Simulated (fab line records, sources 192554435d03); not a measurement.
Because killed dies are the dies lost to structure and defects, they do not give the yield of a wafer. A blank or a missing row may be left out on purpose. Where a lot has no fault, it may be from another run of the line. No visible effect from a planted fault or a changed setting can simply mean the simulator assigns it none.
fab line records	flow n5-finfet
record lots=24	wafers=72	last-day=19
route steps=1938 shown GATE_CUT@467 MOL_CONTACT_COAG@546
lots untouched by any fault: they come from a run of this same line in which no faults occurred
start-h: the number of hours between the record's first day and the start of the first shown wafer of the lot	wait-h: how many hours have passed since the lot's step before this one	" same as the row above	L1.1+2: several wafers, shown together as one row	- no value, or no start was given	* or withheld: withheld	< > ~ a bound
route shown NAME@n: NAME is a module with steps in the file, n the number in the route of the first one	usual: mean/standard deviation of fault-free wafers	same: alike in all rows	chamber/n: place in a boat	sites: per-site readings	_std_site: how widely they spread, as a standard deviation	_edge_site: the outer-site mean with the inner-site mean subtracted	radius-mm: for every site, how far away it sits from the centre of the wafer	mask NAME#n: copy n	behind: the most recent tool/chamber to have shaped the wafer	hold: what put the lot on hold/how long, in hours/how the hold closed	device: the n, p or np transistor that did not switch	end of line: tests run on the same wafers once the route is complete	step lacking rows: just its recipe	killed: dies lost to structure and defects at the first sort, not the wafer's yield	map: a wafer's dies, marking killed ones x, the rest . and places with no die _
set.NAME: the setting as run; set.NAME@STEP: as run at that earlier step	model.NAME: the simulator's own value behind a step, which no gauge read
a sample of lots followed through the steps of the route, with each step as a table and each wafer as a row
services: when a tool's chamber went out of use (start-h, in hours from the record's first day, below 0 if earlier), for how many hours, and the reason
## steps
# step N5_GATE_CUT_ETCHBACK_30
# recipe chemistry=Cl2/Ar	target=TiN	target-depth-a=30	mode=isotropic	pressure-mtorr=10	icp-w=600	bias-w=60	Cl2_flow_sccm=40	Ar_flow_sccm=60
# usual drypump-motor-current-A=5.6/0.43	oes-product-au=0.77/0.091	throttle-valve-pct=20.93/0.24
lot.wafer	tool	chamber	start-h	wait-h	drypump-motor-current-A	oes-product-au	rf-hours-counter-h	throttle-valve-pct
L074.1	rie-metal-02	0	81.45	0.1	5.4	0.72	78	20.75
L074.2	"	1	"	"	5.1	0.80	33	21.19
L074.3	"	0	"	"	5.4	0.72	-	20.74
L075.1	rie-metal-03	0	87.33	0.1	6.3	0.86	16	20.76
L075.4	"	0	"	"	6.2	0.86	-	20.76
L075.5	"	0	"	"	6.2	0.86	-	20.75
L076.1	rie-metal-03	0	91.15	0.1	6.3	0.86	16	20.77
L076.5	"	0	"	"	6.3	0.87	-	20.74
L076.6	"	0	"	"	6.3	0.86	-	20.75
L077.2	rie-metal-01	1	98.08	0.1	5.5	0.65	95	21.37
L077.3	"	0	"	"	6.0	0.71	-	20.81
L077.6	"	0	"	"	6.0	0.71	-	20.81
L078.2	rie-metal-03	0	105.38	0.1	6.3	0.86	19	20.75
L078.5	"	0	"	"	6.2	0.86	-	20.77
L078.6	"	1	"	"	5.3	0.95	-	20.75
L079.3	rie-metal-02	0	111.90	0.0	5.4	0.71	-	20.75
L079.4	"	1	"	"	5.1	0.79	-	21.20
L079.6	"	0	"	"	5.4	0.72	-	20.76
L080.1	rie-metal-01	1	115.37	0.1	5.5	0.64	96	21.35
L080.2	"	0	"	"	5.9	0.71	79	20.83
L080.6	"	1	"	"	5.5	0.64	-	21.35
L081.1	rie-metal-02	0	126.57	0.1	5.3	0.71	83	20.74
L081.3	"	1	"	"	5.1	0.78	-	21.18
L081.6	"	0	"	"	5.4	0.71	-	20.74
L082.1	rie-metal-03	0	130.08	0.1	6.3	0.84	20	20.77
L082.2	"	1	"	"	5.3	0.93	3	20.75
L082.6	"	0	"	"	6.3	0.84	-	20.75
L083.1	rie-metal-03	1	138.61	0.1	5.3	0.92	4	20.74
L083.3	"	0	"	"	6.3	0.83	-	20.76
L083.5	"	0	"	"	6.3	0.84	-	20.78
L084.1	rie-metal-01	0	141.42	0.1	6.0	0.70	81	20.82
L084.2	"	1	"	"	5.5	0.64	99	21.38
L084.5	"	1	"	"	5.5	0.64	-	21.36
L085.1	rie-metal-03	0	152.93	0.1	6.3	0.84	22	20.79
L085.2	"	1	"	"	5.3	0.91	6	20.76
L085.6	"	0	"	"	6.3	0.83	-	20.78
L086.1	rie-metal-02	0	156.46	0.1	5.4	0.71	86	20.76
L086.4	"	0	"	"	5.4	0.71	-	20.75
L086.5	"	1	"	"	5.1	0.77	-	21.19
L087.1	rie-metal-01	0	163.09	0.1	6.0	0.70	83	20.82
L087.5	"	1	"	"	5.5	0.64	-	21.38
L087.6	"	0	"	"	6.0	0.70	-	20.83
L088.1	rie-metal-03	0	163.84	0.1	6.3	0.83	24	20.79
L088.2	"	1	"	"	5.3	0.90	7	20.77
L088.5	"	1	"	"	5.3	0.90	-	20.77
L089.1	rie-metal-02	1	169.85	0.1	5.1	0.76	42	21.22
L089.2	"	0	"	"	5.4	0.70	87	20.77
L089.5	"	0	"	"	5.4	0.70	-	20.78
L090.1	rie-metal-03	0	173.96	0.1	6.3	0.83	24	20.78
L090.4	"	1	"	"	5.3	0.90	-	20.76
L090.5	"	1	"	"	5.3	0.90	-	20.76
L091.3	rie-metal-02	1	182.56	0.0	5.1	0.76	-	21.21
L091.4	"	0	"	"	5.4	0.70	-	20.77
L091.5	"	0	"	"	5.4	0.70	-	20.76
L092.1	rie-metal-01	1	185.88	0.1	5.5	0.63	102	21.38
L092.3	"	1	"	"	5.5	0.63	-	21.39
L092.5	"	0	"	"	6.0	0.69	-	20.84
L093.3	rie-metal-01	0	192.31	0.0	6.0	0.69	-	20.85
L093.5	"	0	"	"	5.9	0.70	-	20.85
L093.6	"	1	"	"	5.5	0.64	-	21.39
L094.1	rie-metal-02	1	200.51	0.1	5.1	0.76	45	21.23
L094.2	"	0	"	"	5.4	0.70	90	20.77
L094.4	"	0	"	"	5.4	0.70	-	20.76
L095.2	rie-metal-02	0	205.11	0.1	5.4	0.70	90	20.76
L095.5	"	0	"	"	5.4	0.70	-	20.76
L095.6	"	1	"	"	5.1	0.76	-	21.20
L096.1	rie-metal-03	1	209.29	0.1	5.3	0.88	10	20.77
L096.2	"	0	"	"	6.3	0.81	26	20.79
L096.3	"	1	"	"	5.3	0.87	-	20.77
L097.2	rie-metal-01	1	216.88	0.1	5.5	0.63	105	21.38
L097.4	"	1	"	"	5.5	0.64	-	21.39
L097.6	"	1	"	"	5.5	0.63	-	21.39
# step N5_GATE_CUT_SAC_CAP_01
# recipe material=SiNx	target-thk-a=240	temp-c=400	ald-precursor-family=SiH2I2	ald-co-reactant=N2/H2-plasma	pulse-time-s=1	ald-cycles=480	purge-time-s=2	co-reactant-purge-time-s=2	pressure-torr=2
# usual heater-power-w=861/120	precursor-pulse-height-rel=1.000/0.018
lot.wafer	tool	chamber	start-h	wait-h	heater-power-w	precursor-pulse-height-rel
L074.1	ald-sin-03	1	81.85	0.0	702	0.981
L074.2	"	0	"	"	736	0.979
L074.3	"	2	"	"	932	0.975
L075.1	ald-sin-03	1	90.34	2.6	712	0.980
L075.4	"	0	"	"	726	1.013
L075.5	"	3	91.43	3.7	1032	1.030
L076.1	ald-sin-02	1	95.41	3.8	873	1.019
L076.5	"	2	96.50	4.9	1001	0.984
L076.6	"	1	"	"	859	0.984
L077.2	ald-sin-01	1	99.73	1.3	925	0.995
L077.3	"	3	"	"	761	1.008
L077.6	"	0	100.82	2.4	782	1.004
L078.2	ald-sin-01	3	105.84	0.1	756	0.982
L078.5	"	2	106.93	1.1	783	0.990
L078.6	"	1	"	"	910	1.030
L079.3	ald-sin-02	2	112.46	0.0	966	0.999
L079.4	"	1	"	"	843	1.011
L079.6	"	3	113.55	1.1	974	1.002
L080.1	ald-sin-01	3	115.77	0.0	789	0.992
L080.2	"	1	"	"	910	0.973
L080.6	"	3	116.86	1.1	797	0.985
L081.1	ald-sin-03	3	126.98	0.0	1038	1.005
L081.3	"	2	"	"	910	0.991
L081.6	"	3	128.07	1.1	1033	1.019
L082.1	ald-sin-03	3	130.50	0.0	1033	1.011
L082.2	"	0	"	"	735	0.989
L082.6	"	1	131.59	1.1	700	0.984
L083.1	ald-sin-03	3	139.01	0.0	1041	1.001
L083.3	"	0	"	"	750	0.999
L083.5	"	0	140.10	1.1	721	0.988
L084.1	ald-sin-03	0	141.82	0.0	736	1.013
L084.2	"	1	"	"	674	0.996
L084.5	"	3	142.90	1.1	1037	0.995
L085.1	ald-sin-01	2	153.54	0.1	801	0.997
L085.2	"	1	"	"	915	0.994
L085.6	"	0	154.63	1.2	773	0.984
L086.1	ald-sin-02	1	156.87	0.0	856	0.989
L086.4	"	2	"	"	964	1.029
L086.5	"	0	157.95	1.1	741	0.985
L087.1	ald-sin-01	1	163.49	0.0	927	0.999
L087.5	"	1	164.57	1.1	898	0.990
L087.6	"	0	"	"	777	0.974
L088.1	ald-sin-02	2	164.24	0.0	954	0.979
L088.2	"	0	"	"	729	0.999
L088.5	"	2	165.33	1.1	994	1.020
L089.1	ald-sin-03	1	171.43	1.2	702	1.019
L089.2	"	0	"	"	749	1.029
L089.5	"	3	172.52	2.3	1052	0.985
L090.1	ald-sin-02	2	174.36	0.0	979	0.994
L090.4	"	0	"	"	726	1.021
L090.5	"	3	175.45	1.1	999	0.998
L091.3	ald-sin-02	1	183.01	0.0	871	1.020
L091.4	"	0	"	"	752	1.018
L091.5	"	2	184.10	1.1	1012	0.978
L092.1	ald-sin-01	3	186.32	0.0	771	1.016
L092.3	"	2	"	"	799	1.045
L092.5	"	1	187.40	1.1	898	1.015
L093.3	ald-sin-02	3	193.39	0.7	997	0.994
L093.5	"	0	194.47	1.8	729	0.994
L093.6	"	3	"	"	981	0.982
L094.1	ald-sin-03	3	200.91	0.0	1026	0.988
L094.2	"	1	"	"	710	0.989
L094.4	"	2	"	"	955	1.038
L095.2	ald-sin-03	0	205.50	0.0	748	1.000
L095.5	"	3	206.59	1.1	1062	1.024
L095.6	"	2	"	"	950	1.008
L096.1	ald-sin-03	0	209.69	0.0	740	1.001
L096.2	"	3	"	"	1039	0.988
L096.3	"	1	"	"	730	1.020
L097.2	ald-sin-02	1	217.33	0.1	881	1.009
L097.4	"	0	"	"	724	1.036
L097.6	"	2	218.41	1.2	986	1.022
# step N5_GATE_CUT_STRIP_41
# recipe chemistry=CF4	resist=SiARC	power-w=300	bias-power-w=75	pressure-mtorr=50	cf4-flow-sccm=150	rf-frequency-hz=6e+07
# usual bias-power-w=75.04/0.23	drypump-motor-current-A=5.52/0.28	oes-product-au=0.178/0.015	rf-vpp-V=270.9/1.5	showerhead-plenum-p-Torr=1.78/0.058	throttle-valve-pct=13.56/0.25
lot.wafer	tool	chamber	start-h	wait-h	bias-power-w	drypump-motor-current-A	oes-product-au	rf-hours-counter-h	rf-vpp-V	showerhead-plenum-p-Torr	throttle-valve-pct
L074.1	rie-diel-03	1	85.25	0.0	75.00	5.21	0.189	108	269.6	1.67	13.30
L074.2	"	3	"	"	74.93	5.69	0.163	195	271.6	1.78	13.83
L074.3	"	0	"	"	75.24	5.54	0.172	177	271.0	1.78	13.50
L075.1	rie-diel-06	0	93.79	0.0	75.17	5.45	0.205	25	272.7	1.83	13.18
L075.4	"	3	"	"	74.88	5.06	0.171	185	269.4	1.71	13.60
L075.5	"	2	"	"	74.85	5.92	0.192	-	272.6	1.89	13.26
L076.1	rie-diel-06	3	98.69	0.0	75.20	5.04	0.172	187	270.0	1.71	13.59
L076.5	"	2	"	"	74.91	5.94	0.193	-	272.7	1.88	13.27
L076.6	"	3	"	"	75.36	5.06	0.174	-	268.8	1.71	13.61
L077.2	rie-diel-06	0	103.28	0.0	74.82	5.47	0.200	29	273.0	1.83	13.17
L077.3	"	2	"	"	74.97	5.98	0.189	84	272.8	1.88	13.26
L077.6	"	0	"	"	74.92	5.46	0.207	-	272.8	1.83	13.19
L078.2	rie-diel-03	0	109.25	0.0	75.05	5.57	0.176	184	270.2	1.78	13.51
L078.5	"	0	"	"	74.64	5.59	0.176	-	271.5	1.78	13.49
L078.6	"	1	"	"	74.99	5.21	0.183	-	267.3	1.67	13.31
L079.3	rie-diel-01	0	115.88	0.0	74.82	5.05	0.194	57	271.2	1.82	13.64
L079.4	"	1	"	"	74.92	5.59	0.168	192	272.8	1.85	13.68
L079.6	"	2	"	"	75.05	5.69	0.168	-	271.3	1.78	13.74
L080.1	rie-diel-06	3	119.19	0.0	75.21	5.07	0.169	196	266.7	1.71	13.62
L080.2	"	1	"	"	75.18	5.95	0.219	10	271.8	1.83	13.18
L080.6	"	2	"	"	75.22	5.92	0.182	-	273.1	1.88	13.28
L081.1	rie-diel-03	3	130.50	0.0	75.31	5.69	0.163	208	270.9	1.78	13.88
L081.3	"	1	"	"	75.33	5.22	0.183	120	269.4	1.67	13.33
L081.6	"	1	"	"	75.33	5.21	0.181	-	269.5	1.67	13.33
L082.1	rie-diel-01	0	134.00	0.0	74.88	5.06	0.204	62	271.7	1.82	13.66
L082.2	"	1	"	"	74.95	5.56	0.173	197	273.0	1.85	13.68
L082.6	"	3	"	"	75.31	5.66	0.176	-	269.6	1.74	13.28
L083.1	rie-diel-01	1	142.32	0.0	75.07	5.57	0.164	199	272.3	1.85	13.69
L083.3	"	2	"	"	74.88	5.70	0.168	201	270.2	1.78	13.77
L083.5	"	1	"	"	75.33	5.58	0.163	-	273.2	1.85	13.69
L084.1	rie-diel-06	3	146.36	0.0	75.66	5.05	0.165	203	267.6	1.71	13.65
L084.2	"	0	"	"	75.13	5.45	0.210	42	272.0	1.82	13.22
L084.5	"	3	"	"	75.12	5.05	0.168	-	268.7	1.71	13.64
L085.1	rie-diel-03	3	157.05	0.0	75.21	5.69	0.166	217	273.3	1.78	13.88
L085.2	"	1	"	"	74.99	5.24	0.182	128	268.9	1.66	13.35
L085.6	"	3	"	"	75.23	5.70	0.169	-	270.2	1.78	13.90
L086.1	rie-diel-01	1	160.23	0.0	74.88	5.59	0.168	204	271.9	1.85	13.71
L086.4	"	3	"	"	74.76	5.63	0.177	123	270.7	1.74	13.31
L086.5	"	2	"	"	74.41	5.68	0.167	-	270.7	1.78	13.77
L087.1	rie-diel-01	0	166.90	0.0	75.30	5.07	0.191	69	271.6	1.82	13.66
L087.5	"	1	"	"	74.97	5.61	0.164	-	272.4	1.85	13.72
L087.6	"	2	"	"	75.10	5.67	0.164	-	271.0	1.78	13.77
L088.1	rie-diel-01	2	167.66	0.0	74.83	5.66	0.169	207	270.5	1.78	13.79
L088.2	"	3	"	"	75.19	5.65	0.175	124	269.8	1.74	13.31
L088.5	"	3	"	"	75.01	5.66	0.175	-	269.9	1.74	13.31
L089.1	rie-diel-01	2	175.05	0.0	74.75	5.68	0.167	209	270.6	1.78	13.80
L089.2	"	3	"	"	74.89	5.66	0.181	126	269.6	1.74	13.30
L089.5	"	2	"	"	74.96	5.70	0.166	-	271.2	1.78	13.80
L090.1	rie-diel-06	3	177.77	0.0	74.94	5.07	0.166	213	268.5	1.71	13.65
L090.4	"	2	"	"	75.06	5.95	0.184	105	273.4	1.88	13.30
L090.5	"	2	"	"	74.83	5.96	0.183	-	273.4	1.88	13.31
L091.3	rie-diel-01	3	186.42	0.0	75.09	5.65	0.178	129	269.6	1.74	13.32
L091.4	"	0	"	"	75.17	5.06	0.190	74	269.3	1.82	13.68
L091.5	"	1	"	"	75.18	5.62	0.167	-	272.6	1.85	13.73
L092.1	rie-diel-03	0	189.61	0.0	74.78	5.57	0.161	201	270.7	1.78	13.55
L092.3	"	3	"	"	74.99	5.70	0.159	226	271.0	1.77	13.93
L092.5	"	1	"	"	75.16	5.21	0.179	-	267.8	1.66	13.34
L093.3	rie-diel-01	3	196.82	0.0	75.41	5.66	0.173	131	270.7	1.74	13.33
L093.5	"	0	"	"	74.67	5.06	0.191	-	272.3	1.82	13.70
L093.6	"	3	"	"	75.24	5.66	0.178	-	269.6	1.74	13.34
L094.1	rie-diel-01	1	204.34	0.0	75.62	5.59	0.167	217	271.3	1.84	13.75
L094.2	"	3	"	"	74.54	5.65	0.173	133	270.2	1.73	13.32
L094.4	"	2	"	"	75.25	5.69	0.165	217	271.3	1.77	13.80
L095.2	rie-diel-03	1	209.10	0.0	74.82	5.21	0.181	141	267.8	1.66	13.37
L095.5	"	3	"	"	74.95	5.70	0.161	-	270.5	1.77	13.93
L095.6	"	0	"	"	75.16	5.53	0.176	-	270.3	1.78	13.55
L096.1	rie-diel-03	2	213.14	0.0	75.18	5.30	0.167	176	270.4	1.79	14.03
L096.2	"	3	"	"	74.91	5.70	0.163	233	269.7	1.77	13.91
L096.3	"	1	"	"	75.21	5.21	0.182	142	267.7	1.66	13.40
L097.2	rie-diel-03	0	220.78	0.0	75.18	5.59	0.169	211	269.4	1.78	13.55
L097.4	"	2	"	"	75.12	5.30	0.168	178	271.3	1.79	14.05
L097.6	"	0	"	"	75.24	5.60	0.161	-	270.0	1.78	13.56
# step N5_MOL_CONTACT_COAG_PRE_CLEAN_141
# recipe gas=H2/He	time-s=60	temp-c=300
# usual heater-power-w=459/44
lot.wafer	tool	chamber	start-h	wait-h	heater-power-w
L074.1	pvd-sputter-03	-	93.53	0.3	415
L074.2	"	-	"	"	456
L074.3	"	-	"	"	422
L075.1	pvd-sputter-03	-	102.31	0.8	486
L075.4	"	-	"	"	463
L075.5	"	-	"	"	490
L076.1	pvd-sputter-03	-	107.84	0.5	421
L076.5	"	-	"	"	476
L076.6	"	-	"	"	458
L077.2	pvd-sputter-01	-	110.80	0.2	430
L077.3	"	-	"	"	509
L077.6	"	-	"	"	411
L078.2	pvd-sputter-01	-	117.19	2.8	448
L078.5	"	-	"	"	512
L078.6	"	-	"	"	436
L079.3	pvd-sputter-03	-	122.59	0.6	415
L079.4	"	-	"	"	407
L079.6	"	-	"	"	420
L080.1	pvd-sputter-02	-	125.96	1.6	448
L080.2	"	-	"	"	505
L080.6	"	-	"	"	569
L081.1	pvd-sputter-03	-	139.46	0.7	418
L081.3	"	-	"	"	419
L081.6	"	-	"	"	421
L082.1	pvd-sputter-02	-	139.91	0.7	549
L082.2	"	-	"	"	419
L082.6	"	-	"	"	448
L083.1	pvd-sputter-01	-	148.33	0.6	439
L083.3	"	-	"	"	406
L083.5	"	-	"	"	445
L084.1	pvd-sputter-02	-	153.18	0.3	496
L084.2	"	-	"	"	443
L084.5	"	-	"	"	505
L086.1	pvd-sputter-02	-	165.98	0.4	417
L086.4	"	-	"	"	460
L086.5	"	-	"	"	453
L085.1	pvd-sputter-02	-	166.34	0.7	454
L085.2	"	-	"	"	420
L085.6	"	-	"	"	554
L087.1	pvd-sputter-01	-	174.07	0.3	493
L087.5	"	-	"	"	452
L087.6	"	-	"	"	397
L088.1	pvd-sputter-02	-	174.42	0.5	412
L088.2	"	-	"	"	455
L088.5	"	-	"	"	405
L089.1	pvd-sputter-03	-	181.53	1.0	424
L089.2	"	-	"	"	423
L089.5	"	-	"	"	423
L090.1	pvd-sputter-01	-	184.36	1.0	436
L090.4	"	-	"	"	434
L090.5	"	-	"	"	397
L091.3	pvd-sputter-01	-	192.22	0.7	402
L091.4	"	-	"	"	454
L091.5	"	-	"	"	512
L092.1	pvd-sputter-03	-	195.52	0.5	452
L092.3	"	-	"	"	498
L092.5	"	-	"	"	448
L093.3	pvd-sputter-01	-	203.91	1.5	404
L093.5	"	-	"	"	449
L093.6	"	-	"	"	403
L094.1	pvd-sputter-02	-	210.10	0.8	415
L094.2	"	-	"	"	500
L094.4	"	-	"	"	442
L095.2	pvd-sputter-02	-	216.11	0.6	542
L095.5	"	-	"	"	553
L095.6	"	-	"	"	411
L096.1	pvd-sputter-02	-	219.43	0.8	504
L096.2	"	-	"	"	411
L096.3	"	-	"	"	449
L097.2	pvd-sputter-03	-	226.62	0.7	470
L097.4	"	-	"	"	433
L097.6	"	-	"	"	444
# step N5_MOL_CONTACT_COAG_PRE_CLEAN_142
# recipe gas=H2/He	time-s=60	temp-c=300
# usual heater-power-w=458/46
lot.wafer	tool	chamber	start-h	wait-h	heater-power-w
L074.1	pvd-sputter-02	-	96.67	2.2	420
L074.2	"	-	"	"	552
L074.3	"	-	"	"	439
L075.1	pvd-sputter-01	-	104.06	0.8	522
L075.4	"	-	"	"	409
L075.5	"	-	"	"	428
L076.1	pvd-sputter-03	-	110.14	1.4	487
L076.5	"	-	"	"	419
L076.6	"	-	"	"	425
L077.2	pvd-sputter-03	-	113.08	1.2	416
L077.3	"	-	"	"	458
L077.6	"	-	"	"	483
L078.2	pvd-sputter-02	-	119.36	1.1	419
L078.5	"	-	"	"	564
L078.6	"	-	"	"	412
L079.3	pvd-sputter-02	-	125.80	2.0	441
L079.4	"	-	"	"	542
L079.6	"	-	"	"	414
L080.1	pvd-sputter-02	-	128.96	2.1	452
L080.2	"	-	"	"	409
L080.6	"	-	"	"	457
L081.1	pvd-sputter-02	-	142.59	2.2	551
L081.3	"	-	"	"	495
L081.6	"	-	"	"	451
L082.1	pvd-sputter-02	-	142.83	1.9	524
L082.2	"	-	"	"	552
L082.6	"	-	"	"	547
L083.1	pvd-sputter-03	-	152.36	3.1	493
L083.3	"	-	"	"	459
L083.5	"	-	"	"	448
L084.1	pvd-sputter-01	-	155.76	1.5	446
L084.2	"	-	"	"	396
L084.5	"	-	"	"	409
L086.1	pvd-sputter-01	-	168.54	1.6	410
L086.4	"	-	"	"	450
L086.5	"	-	"	"	428
L085.1	pvd-sputter-01	-	168.80	1.3	446
L085.2	"	-	"	"	443
L085.6	"	-	"	"	447
L087.1	pvd-sputter-01	-	177.01	1.8	457
L087.5	"	-	"	"	452
L087.6	"	-	"	"	406
L088.1	pvd-sputter-03	-	177.54	1.5	417
L088.2	"	-	"	"	493
L088.5	"	-	"	"	420
L089.1	pvd-sputter-01	-	184.08	1.5	509
L089.2	"	-	"	"	442
L089.5	"	-	"	"	436
L090.1	pvd-sputter-02	-	187.82	2.5	426
L090.4	"	-	"	"	443
L090.5	"	-	"	"	416
L091.3	pvd-sputter-01	-	194.86	1.4	510
L091.4	"	-	"	"	464
L091.5	"	-	"	"	443
L092.1	pvd-sputter-02	-	200.08	3.5	545
L092.3	"	-	"	"	511
L092.5	"	-	"	"	514
L093.3	pvd-sputter-02	-	208.26	3.1	413
L093.5	"	-	"	"	413
L093.6	"	-	"	"	456
L094.1	pvd-sputter-01	-	213.84	2.7	454
L094.2	"	-	"	"	448
L094.4	"	-	"	"	405
L095.2	pvd-sputter-02	-	218.57	1.4	408
L095.5	"	-	"	"	511
L095.6	"	-	"	"	434
L096.1	pvd-sputter-03	-	222.20	1.8	490
L096.2	"	-	"	"	459
L096.3	"	-	"	"	416
L097.2	pvd-sputter-01	-	229.10	1.4	436
L097.4	"	-	"	"	404
L097.6	"	-	"	"	498
# step N5_MOL_CONTACT_COAG_OVL_MEAS_85
# recipe points-per-wafer=522
# usual VG_OVL=-0.4/0.66
lot.wafer	tool	chamber	start-h	wait-h	VG_OVL[nm]
L074.1	overlay-02	0	102.54	0.0	-1.0
L074.2	"	0	"	"	-1.0
L074.3	"	0	"	"	-0.7
L075.1	overlay-01	0	108.16	0.0	-0.6
L075.4	"	0	"	"	-0.4
L075.5	"	0	"	"	-0.8
L076.1	overlay-01	0	114.22	0.0	-0.2
L076.5	"	0	"	"	-0.9
L076.6	"	0	"	"	-0.1
L077.2	overlay-02	0	118.19	0.0	-1.0
L077.3	"	0	"	"	-0.1
L077.6	"	0	"	"	-0.2
L078.2	overlay-01	0	123.22	0.0	0.7
L078.5	"	0	"	"	-0.8
L078.6	"	0	"	"	0.4
L079.3	overlay-01	0	129.90	0.0	-1.1
L079.4	"	0	"	"	-0.6
L079.6	"	0	"	"	-0.5
L080.1	overlay-02	0	133.35	0.0	-0.5
L080.2	"	0	"	"	0.1
L080.6	"	0	"	"	-0.2
L081.1	overlay-01	0	148.77	0.0	0.0
L081.3	"	0	"	"	-0.2
L081.6	"	0	"	"	-0.7
L082.1	overlay-01	0	148.88	0.0	0.4
L082.2	"	0	"	"	0.1
L082.6	"	0	"	"	0.8
L083.1	overlay-02	0	156.19	0.0	-0.4
L083.3	"	0	"	"	-1.1
L083.5	"	0	"	"	0.0
L084.1	overlay-02	0	160.11	0.0	-1.5
L084.2	"	0	"	"	-1.1
L084.5	"	0	"	"	-1.4
L086.1	overlay-02	0	172.86	0.0	-0.8
L086.4	"	0	"	"	-1.4
L086.5	"	0	"	"	-1.2
L085.1	overlay-01	0	173.15	0.0	-0.6
L085.2	"	0	"	"	-0.4
L085.6	"	0	"	"	0.1
L087.1	overlay-02	0	181.49	0.0	-0.8
L087.5	"	0	"	"	-0.2
L087.6	"	0	"	"	-0.1
L088.1	overlay-02	0	182.62	0.0	-0.9
L088.2	"	0	"	"	-0.4
L088.5	"	0	"	"	-0.6
L089.1	overlay-02	0	190.45	0.0	-0.6
L089.2	"	0	"	"	0.8
L089.5	"	0	"	"	-0.4
L090.1	overlay-01	0	193.23	0.0	0.6
L090.4	"	0	"	"	0.9
L090.5	"	0	"	"	1.7
L091.3	overlay-01	0	198.71	0.0	-0.7
L091.4	"	0	"	"	0.4
L091.5	"	0	"	"	-0.2
L092.1	overlay-01	0	204.29	0.0	-0.2
L092.3	"	0	"	"	1.2
L092.5	"	0	"	"	0.4
L093.3	overlay-02	0	212.26	0.0	0.5
L093.5	"	0	"	"	0.1
L093.6	"	0	"	"	0.1
L094.1	overlay-02	0	218.12	0.0	-1.0
L094.2	"	0	"	"	0.5
L094.4	"	0	"	"	-0.5
L095.2	overlay-01	0	222.43	0.0	-2.3
L095.5	"	0	"	"	-0.7
L095.6	"	0	"	"	-0.7
L096.1	overlay-02	0	226.23	0.0	0.6
L096.2	"	0	"	"	-0.4
L096.3	"	0	"	"	-0.7
L097.2	overlay-01	0	233.47	0.0	-1.2
L097.4	"	0	"	"	-0.8
L097.6	"	0	"	"	-1.0
## services
tool	chamber	start-h	hours	kind
pvd-sputter-02	-	59.81	3.8	repair
pvd-sputter-03	-	67.80	24.8	repair
ald-sin-01	-	83.81	14.6	pm
rie-diel-03	3	91.98	1.4	repair
rie-metal-01	-	94.29	1.1	repair
rie-diel-03	-	110.52	4.3	pm
rie-diel-03	0	122.22	3.0	repair
rie-diel-03	0	125.87	9.6	repair
rie-diel-01	0	135.30	1.6	repair
ald-sin-03	2	138.47	10.7	repair
rie-metal-03	0	144.49	3.8	repair
rie-diel-06	2	146.56	6.0	repair
rie-diel-03	2	152.31	9.3	repair
ald-sin-02	-	166.41	0.8	pm
rie-diel-03	1	174.66	6.3	repair
ald-sin-03	-	177.34	14.0	pm
ald-sin-03	0	177.34	14.0	vent-cycle
ald-sin-03	1	177.34	14.0	vent-cycle
pvd-sputter-03	-	186.76	4.3	repair
rie-metal-03	-	195.67	0.3	repair
rie-metal-02	0	208.70	9.6	repair
rie-diel-01	0	210.39	10.2	repair
ald-sin-02	1	223.34	16.5	repair
ald-sin-02	2	228.06	3.2	repair
## key
fault none
